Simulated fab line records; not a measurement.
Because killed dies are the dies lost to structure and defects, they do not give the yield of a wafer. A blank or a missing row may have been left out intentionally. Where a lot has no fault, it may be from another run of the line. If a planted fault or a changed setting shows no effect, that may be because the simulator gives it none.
Chamber matching ; flow nand_harc ; NHARC_A_STAIRCASE_TRIM_196 on rie_diel-06: 4 sister chambers
The step chemistry O2, time 211.2 s. 4 wafers are shown with their chamber, then 9 later ones without.

== WAFERS PAIRED WITH THEIR CHAMBERS ==
wafer;chamber;drypump_motor_current_A (A)
L087.1;2;5.6
L088.1;0;5.8
L088.4;3;5.8
L088.6;1;6.0

== WAFERS WITHOUT THEIR CHAMBER ==
wafer;drypump_motor_current_A (A)
L090.3;5.7
L090.4;5.6
L090.5;5.7
L092.1;5.7
L092.3;5.7
L092.5;5.7
L097.1;5.8
L097.3;5.5
L097.4;5.7

== EACH ONE'S CHAMBER ==
wafer;from the rows above;in truth
L090.3;can't be placed: 0 or 3 or 2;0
L090.4;2;2
L090.5;can't be placed: 0 or 3 or 2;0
L092.1;can't be placed: 0 or 3 or 2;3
L092.3;can't be placed: 0 or 3 or 2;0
L092.5;can't be placed: 0 or 3 or 2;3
L097.1;can't be placed: 0 or 3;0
L097.3;2;2
L097.4;can't be placed: 0 or 3 or 2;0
Correct placement for 2 of the 9. Unplaceable from these rows: 7, with the true chamber sitting among the candidates in 7. Placed wrongly: 0.
How it was worked out, from the rows above alone: a wafer's distance from a chamber is the root of the sum, over the readings, of the square of ((its reading less the chamber's mean) divided by the reading's scatter). If the next closest chamber is less than 2 further off than the closest, the wafer can't be placed; otherwise it belongs to the closest. The mean given for a chamber averages the wafers shown for that chamber. The scatter: root of mean squared gap, hidden wafer to nearest shown wafer, with one shown wafer a chamber.
